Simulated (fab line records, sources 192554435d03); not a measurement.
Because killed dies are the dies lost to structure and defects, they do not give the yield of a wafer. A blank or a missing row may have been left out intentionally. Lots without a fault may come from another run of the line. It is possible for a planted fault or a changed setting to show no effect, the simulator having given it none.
fab line records + flow n5-finfet
[record]
- lots = 11
- wafers = 33
- last-day = 17
route steps=1938 shown BEOL_M6@1258 BEOL_M7@1277
lots that met no fault: from a run of the same line without faults
start-h: the number of hours between the record's first day and the start of the first shown wafer of the lot + wait-h: how many hours have passed since the lot's step before this one + " as in the row above + L1.1+2: several wafers, shown together as one row + - either no value or no given start + * or withheld: withheld + < > ~ a bound
route shown NAME@n: a module of which the file shows steps, and the number in the route of the first + usual: mean/standard deviation of fault-free wafers + same: alike in all rows + chamber/n: place in a boat + sites: each site's reading + _std_site: standard deviation of those values + _edge_site: the outer-site mean with the inner-site mean subtracted + radius-mm: how far each site lies from the wafer's centre + mask NAME#n: copy n + behind: the tool/chamber that last shaped the wafer + hold: why the lot went on hold/how many hours it stayed there/how the hold came to an end + device: the n, p or np transistor that did not switch + end of line: the tests these same wafers got at the end of their route + a step with no rows: only its recipe + killed: at the first sort, the dies lost to defects and structure; wafer yield is something else + map: a wafer's dies, marking killed ones x, the rest . and places with no die _
set.NAME: the setting that was run; set.NAME@STEP: the one run at that earlier step + model.NAME: the simulator's own value behind a step, which no gauge read
route steps across a sampled set of lots; one table per step, one row per wafer
services: when a tool's chamber went out of use (start-h, in hours from the record's first day, below 0 if earlier), for how many hours, and the reason
[[steps]]
[step N5_BEOL_M6_THK_MEAS_53]
[recipe]
- thk-meas-gauge = xrf
- reads = Cu_of_BEOL_M6_ECD_50
[usual]
- M6_THK = 79.8/2.4
| lot.wafer | tool          | chamber | start-h | wait-h | M6_THK[nm] |
|-----------|---------------|---------|---------|--------|------------|
| L643.1    | film-metro-02 | -       | 190.52  | -      | 77.3       |
| L643.2    | "             | -       | "       | "      | 80.4       |
| L643.4    | "             | -       | "       | "      | 79.4       |
| L646.1    | film-metro-02 | -       | 198.97  | -      | 82.4       |
| L646.3    | "             | -       | "       | "      | 80.0       |
| L646.5    | "             | -       | "       | "      | 85.0       |
| L645.2    | film-metro-01 | -       | 203.50  | -      | 78.3       |
| L645.3    | "             | -       | "       | "      | 79.8       |
| L645.4    | "             | -       | "       | "      | 79.0       |
| L649.1    | film-metro-02 | -       | 228.19  | -      | 77.3       |
| L649.5    | "             | -       | "       | "      | 79.9       |
| L649.6    | "             | -       | "       | "      | 76.8       |
| L651.2    | film-metro-02 | -       | 229.75  | -      | 77.0       |
| L651.4    | "             | -       | "       | "      | 76.4       |
| L651.6    | "             | -       | "       | "      | 79.4       |
| L650.1    | film-metro-01 | -       | 234.48  | -      | 83.2       |
| L650.4    | "             | -       | "       | "      | 79.8       |
| L650.6    | "             | -       | "       | "      | 81.7       |
| L657.1    | film-metro-01 | -       | 266.74  | -      | 80.7       |
| L657.3    | "             | -       | "       | "      | 80.6       |
| L657.4    | "             | -       | "       | "      | 79.6       |
| L659.1    | film-metro-02 | -       | 291.42  | -      | 78.0       |
| L659.4    | "             | -       | "       | "      | 79.1       |
| L659.5    | "             | -       | "       | "      | 77.4       |
| L661.1    | film-metro-01 | -       | 298.12  | -      | 82.4       |
| L661.3    | "             | -       | "       | "      | 80.2       |
| L661.4    | "             | -       | "       | "      | 81.3       |
| L663.1    | film-metro-01 | -       | 313.34  | -      | 82.5       |
| L663.2    | "             | -       | "       | "      | 85.3       |
| L663.3    | "             | -       | "       | "      | 82.3       |
| L664.1    | film-metro-01 | -       | 317.32  | -      | 75.6       |
| L664.4    | "             | -       | "       | "      | 77.8       |
| L664.5    | "             | -       | "       | "      | 76.5       |
[step N5_BEOL_M6_DEP_56]
[recipe]
- material = SiCN
- target-thk-a = 100
- temp-c = withheld
- precursor = 3MS/NH3
- pressure-torr = 3
- rf-w = 202
- time-s = 17.5
[usual]
- showerhead-plenum-p-Torr = 3.667/0.0099
- throttle-valve-pct = 9.3/0.63
| lot.wafer | tool     | chamber | start-h | wait-h | showerhead-plenum-p-Torr | throttle-valve-pct |
|-----------|----------|---------|---------|--------|--------------------------|--------------------|
| L643.1    | pecvd-04 | 0       | 190.59  | 0.0    | 3.661                    | 8.9                |
| L643.2    | "        | 1       | "       | "      | 3.666                    | 10.2               |
| L643.4    | "        | 0       | "       | "      | 3.661                    | 9.1                |
| L646.1    | pecvd-02 | 0       | 199.03  | 0.0    | 3.668                    | 9.5                |
| L646.3    | "        | 2       | "       | "      | 3.664                    | 8.7                |
| L646.5    | "        | 1       | "       | "      | 3.668                    | 9.7                |
| L645.2    | pecvd-03 | 2       | 203.57  | 0.0    | 3.663                    | 8.9                |
| L645.3    | "        | 1       | "       | "      | 3.666                    | 9.6                |
| L645.4    | "        | 2       | "       | "      | 3.673                    | 8.7                |
| L649.1    | pecvd-02 | 2       | 228.26  | 0.0    | 3.659                    | 8.9                |
| L649.5    | "        | 0       | "       | "      | 3.660                    | 9.3                |
| L649.6    | "        | 2       | "       | "      | 3.661                    | 8.7                |
| L651.2    | pecvd-03 | 1       | 229.81  | 0.0    | 3.669                    | 9.5                |
| L651.4    | "        | 0       | "       | "      | 3.686                    | 9.7                |
| L651.6    | "        | 2       | "       | "      | 3.660                    | 9.0                |
| L650.1    | pecvd-03 | 2       | 234.56  | 0.0    | 3.672                    | 8.8                |
| L650.4    | "        | 1       | "       | "      | 3.670                    | 9.7                |
| L650.6    | "        | 2       | "       | "      | 3.675                    | 8.8                |
| L657.1    | pecvd-04 | 1       | 266.81  | 0.0    | 3.660                    | 10.4               |
| L657.3    | "        | 0       | "       | "      | 3.659                    | 8.8                |
| L657.4    | "        | 1       | "       | "      | 3.654                    | 10.3               |
| L659.1    | pecvd-04 | 1       | 291.48  | 0.0    | 3.653                    | 10.6               |
| L659.4    | "        | 1       | "       | "      | 3.663                    | 10.2               |
| L659.5    | "        | 0       | "       | "      | 3.655                    | 9.0                |
| L661.1    | pecvd-03 | 2       | 298.18  | 0.0    | 3.669                    | 8.8                |
| L661.3    | "        | 0       | "       | "      | 3.690                    | 9.4                |
| L661.4    | "        | 2       | "       | "      | 3.675                    | 9.1                |
| L663.1    | pecvd-04 | 1       | 313.41  | 0.0    | 3.667                    | 10.4               |
| L663.2    | "        | 0       | "       | "      | 3.665                    | 9.0                |
| L663.3    | "        | 2       | "       | "      | 3.671                    | 8.2                |
| L664.1    | pecvd-03 | 2       | 317.38  | 0.0    | 3.673                    | 9.3                |
| L664.4    | "        | 1       | "       | "      | 3.675                    | 9.6                |
| L664.5    | "        | 0       | "       | "      | 3.689                    | 9.7                |
[step N5_BEOL_M7_OVL_MEAS_12]
[recipe]
- points-per-wafer = 44
[usual]
- M7_OVL = -0.1/0.66
| lot.wafer | tool       | chamber | start-h | wait-h | M7_OVL[nm] |
|-----------|------------|---------|---------|--------|------------|
| L643.1    | overlay-01 | 0       | 192.96  | 0.0    | 0.4        |
| L643.2    | "          | 0       | "       | "      | 0.0        |
| L643.4    | "          | 0       | "       | "      | 0.5        |
| L646.1    | overlay-01 | 0       | 201.55  | 0.0    | -0.1       |
| L646.3    | "          | 0       | "       | "      | 0.2        |
| L646.5    | "          | 0       | "       | "      | -0.4       |
| L645.2    | overlay-01 | 0       | 205.11  | 0.0    | 0.1        |
| L645.3    | "          | 0       | "       | "      | -1.1       |
| L645.4    | "          | 0       | "       | "      | -0.9       |
| L649.1    | overlay-01 | 0       | 230.41  | 0.0    | 0.5        |
| L649.5    | "          | 0       | "       | "      | 0.6        |
| L649.6    | "          | 0       | "       | "      | -0.3       |
| L651.2    | overlay-02 | 0       | 231.52  | 0.0    | -0.2       |
| L651.4    | "          | 0       | "       | "      | 0.0        |
| L651.6    | "          | 0       | "       | "      | -0.3       |
| L650.1    | overlay-01 | 0       | 236.88  | 0.0    | -0.3       |
| L650.4    | "          | 0       | "       | "      | -0.9       |
| L650.6    | "          | 0       | "       | "      | -0.5       |
| L657.1    | overlay-02 | 0       | 268.76  | 0.0    | 0.0        |
| L657.3    | "          | 0       | "       | "      | -0.5       |
| L657.4    | "          | 0       | "       | "      | -0.5       |
| L659.1    | overlay-01 | 0       | 294.64  | 0.0    | 1.4        |
| L659.4    | "          | 0       | "       | "      | 0.6        |
| L659.5    | "          | 0       | "       | "      | 1.1        |
| L661.1    | overlay-01 | 0       | 299.53  | 0.0    | 1.4        |
| L661.3    | "          | 0       | "       | "      | 0.3        |
| L661.4    | "          | 0       | "       | "      | 0.3        |
| L663.1    | overlay-02 | 0       | 314.61  | 0.0    | -0.4       |
| L663.2    | "          | 0       | "       | "      | -0.5       |
| L663.3    | "          | 0       | "       | "      | -0.5       |
| L664.1    | overlay-01 | 0       | 320.41  | 0.0    | -0.3       |
| L664.4    | "          | 0       | "       | "      | 1.0        |
| L664.5    | "          | 0       | "       | "      | -0.3       |
[step N5_BEOL_M7_ETCH_62]
[recipe]
- chemistry = N2/H2
- target = SOC
- target-depth-a = 1100
- overetch-a = 220
- mask-material = SiARC
- temp-c = 40
- time-s = 165
- ion-energy-ev = 200
- pressure-mtorr = 30
- source-w = 840
- bias-w = 150
- n2-flow-sccm = 200
- h2-flow-sccm = 200
[usual]
- bias-w = 149.9/0.41
- drypump-motor-current-A = 5.86/0.25
- oes-product-au = 0.66/0.069
- rf-fwd-power-W = 837.1/2.7
- rf-vpp-V = 523.9/3
- showerhead-plenum-p-Torr = 2.54/0.1
- throttle-valve-pct = 17.95/0.25
| lot.wafer | tool        | chamber | start-h | wait-h | bias-w | drypump-motor-current-A | oes-product-au | rf-fwd-power-W | rf-hours-counter-h | rf-vpp-V | showerhead-plenum-p-Torr | throttle-valve-pct |
|-----------|-------------|---------|---------|--------|--------|-------------------------|----------------|----------------|--------------------|----------|--------------------------|--------------------|
| L643.1    | rie-diel-03 | 0       | 193.11  | 0.0    | 149.6  | 6.26                    | 0.61           | 840.0          | 184                | 522.8    | 2.53                     | 18.14              |
| L643.2    | "           | 1       | "       | "      | 149.6  | 5.58                    | 0.63           | 837.9          | 179                | 521.4    | 2.44                     | 18.14              |
| L643.4    | "           | 0       | "       | "      | 150.4  | 6.28                    | 0.61           | 841.6          | -                  | 523.1    | 2.53                     | 18.14              |
| L646.1    | rie-diel-05 | 1       | 201.74  | 0.0    | 150.4  | 5.68                    | 0.58           | 836.9          | 248                | 521.6    | 2.50                     | 18.00              |
| L646.3    | "           | 0       | "       | "      | 149.7  | 5.83                    | 0.59           | 833.6          | 232                | 524.3    | 2.51                     | 18.23              |
| L646.5    | "           | 2       | "       | "      | 150.0  | 5.81                    | 0.73           | 839.6          | -                  | 528.1    | 2.70                     | 17.98              |
| L645.2    | rie-diel-05 | 1       | 205.28  | 0.0    | 149.9  | 5.66                    | 0.58           | 836.8          | 248                | 521.4    | 2.50                     | 17.98              |
| L645.3    | "           | 2       | "       | "      | 150.0  | 5.82                    | 0.72           | 840.6          | 63                 | 527.8    | 2.70                     | 18.01              |
| L645.4    | "           | 3       | "       | "      | 149.7  | 5.99                    | 0.63           | 832.7          | 158                | 520.9    | 2.43                     | 17.86              |
| L649.1    | rie-diel-05 | 0       | 230.56  | 0.0    | 150.7  | 5.81                    | 0.58           | 832.6          | 243                | 522.5    | 2.50                     | 18.28              |
| L649.5    | "           | 3       | "       | "      | 149.8  | 6.00                    | 0.62           | 838.0          | -                  | 521.7    | 2.42                     | 17.90              |
| L649.6    | "           | 0       | "       | "      | 150.1  | 5.81                    | 0.58           | 833.3          | -                  | 522.7    | 2.50                     | 18.26              |
| L651.2    | rie-diel-05 | 3       | 231.67  | 0.0    | 151.0  | 5.99                    | 0.63           | 839.8          | 168                | 520.6    | 2.42                     | 17.91              |
| L651.4    | "           | 2       | "       | "      | 150.0  | 5.82                    | 0.71           | 839.5          | -                  | 526.9    | 2.69                     | 18.02              |
| L651.6    | "           | 0       | "       | "      | 149.7  | 5.81                    | 0.57           | 838.9          | -                  | 523.0    | 2.50                     | 18.27              |
| L650.1    | rie-diel-03 | 0       | 237.04  | 0.0    | 149.9  | 6.29                    | 0.61           | 837.9          | 197                | 524.0    | 2.52                     | 18.17              |
| L650.4    | "           | 3       | "       | "      | 149.9  | 5.82                    | 0.79           | 834.1          | 13                 | 528.7    | 2.71                     | 17.48              |
| L650.6    | "           | 1       | "       | "      | 150.5  | 5.59                    | 0.62           | 843.0          | -                  | 520.6    | 2.43                     | 18.16              |
| L657.1    | rie-diel-03 | 2       | 269.08  | 0.0    | 150.1  | 5.72                    | 0.62           | 1040.7         | 182                | 490.1    | 2.62                     | 17.93              |
| L657.3    | "           | 1       | "       | "      | 150.3  | 5.54                    | 0.62           | 1039.2         | 202                | 484.1    | 2.43                     | 18.18              |
| L657.4    | "           | 3       | "       | "      | 150.2  | 5.77                    | 0.78           | 1034.3         | 24                 | 492.7    | 2.70                     | 17.50              |
| L659.1    | rie-diel-03 | 0       | 294.78  | 0.0    | 148.8  | 6.30                    | 0.60           | 1041.5         | 217                | 487.1    | 2.51                     | 18.20              |
| L659.4    | "           | 2       | "       | "      | 149.2  | 5.73                    | 0.62           | 1036.0         | 190                | 488.9    | 2.61                     | 17.94              |
| L659.5    | "           | 0       | "       | "      | 149.3  | 6.29                    | 0.59           | 1039.4         | -                  | 486.6    | 2.51                     | 18.20              |
| L661.1    | rie-diel-03 | 0       | 299.68  | 0.0    | 150.1  | 6.28                    | 0.59           | 1035.0         | 219                | 488.0    | 2.51                     | 18.19              |
| L661.3    | "           | 3       | "       | "      | 149.9  | 5.79                    | 0.75           | 1039.3         | 34                 | 490.9    | 2.70                     | 17.52              |
| L661.4    | "           | 1       | "       | "      | 149.9  | 5.60                    | 0.62           | 1034.7         | 212                | 484.1    | 2.43                     | 18.20              |
| L663.1    | rie-diel-04 | 2       | 314.76  | 0.0    | 149.8  | 5.61                    | 0.73           | 840.7          | 38                 | 528.0    | 2.69                     | 17.49              |
| L663.2    | "           | 0       | "       | "      | 150.3  | 5.52                    | 0.59           | 834.9          | 221                | 519.9    | 2.40                     | 17.97              |
| L663.3    | "           | 3       | "       | "      | 149.7  | 6.20                    | 0.61           | 837.1          | 216                | 523.5    | 2.53                     | 18.20              |
| L664.1    | rie-diel-04 | 3       | 321.31  | 0.0    | 150.1  | 6.23                    | 0.60           | 840.0          | 218                | 522.9    | 2.53                     | 18.21              |
| L664.4    | "           | 0       | "       | "      | 149.8  | 5.57                    | 0.60           | 837.6          | 223                | 522.1    | 2.40                     | 17.96              |
| L664.5    | "           | 2       | "       | "      | 149.6  | 5.63                    | 0.72           | 835.5          | -                  | 528.0    | 2.69                     | 17.48              |
[[services]]
| tool        | chamber | start-h | hours | kind                          |
|-------------|---------|---------|-------|-------------------------------|
| rie-diel-03 | 3       | 173.66  | -     | clean                         |
| rie-diel-03 | 3       | 173.66  | -     | consumable-replace:focus-ring |
| rie-diel-03 | 3       | 173.66  | -     | consumable-replace:showerhead |
| rie-diel-03 | 3       | 173.66  | 21.4  | scheduled-down                |
| rie-diel-03 | 3       | 173.66  | 21.4  | vent-cycle                    |
| pecvd-03    | -       | 196.97  | 0.5   | repair                        |
| pecvd-04    | 2       | 202.38  | -     | clean                         |
| pecvd-04    | 2       | 202.38  | -     | consumable-replace:showerhead |
| pecvd-04    | 2       | 202.38  | 29.0  | scheduled-down                |
| pecvd-04    | 2       | 202.38  | 29.0  | vent-cycle                    |
| rie-diel-05 | 1       | 210.42  | -     | clean                         |
| rie-diel-05 | 1       | 210.42  | -     | consumable-replace:focus-ring |
| rie-diel-05 | 1       | 210.42  | 23.2  | scheduled-down                |
| pecvd-03    | 0       | 232.59  | 2.1   | scheduled-down                |
| rie-diel-04 | -       | 234.11  | 1.7   | repair                        |
| rie-diel-04 | 0       | 248.92  | 19.3  | repair                        |
| rie-diel-05 | -       | 261.73  | 0.6   | repair                        |
| rie-diel-05 | -       | 266.08  | 0.8   | repair                        |
| rie-diel-04 | 1       | 276.61  | 5.4   | repair                        |
| rie-diel-04 | -       | 281.45  | 0.4   | repair                        |
| rie-diel-04 | 1       | 283.72  | 16.7  | repair                        |
| rie-diel-05 | 1       | 290.76  | 9.6   | repair                        |
| pecvd-04    | -       | 295.33  | 1.2   | repair                        |
| rie-diel-03 | 1       | 318.53  | 5.0   | repair                        |
[[key]]
[first-sign]
- step = N5_BEOL_M7_ETCH_62
- reading = rf-fwd-power-W
- direction = up
- sigmas = 74
- usual = *
- struck = *
[effect]
- step = N5_BEOL_M7_ETCH_62
- reading = rf-vpp-V
- direction = down
- sigmas = 12
- usual = 523.9
- struck = 488.1
met-at N5_BEOL_M7_ETCH_62
struck-lots L657,L659,L661
not-acting-at N5_BEOL_M6_THK_MEAS_53,N5_BEOL_M6_DEP_56,N5_BEOL_M7_OVL_MEAS_12
onset-between 237.04 269.08
[fault]
- kind = process-parameter-drift
- tool = rie-diel-03
- chamber = -
- onset-h = 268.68
- steps = N5_BEOL_M7_ETCH_62
- channel = source-w
- offset = 201.6
- shape = step
- end-h = 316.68
- acts-in = these-recipes-only
- stated = 840
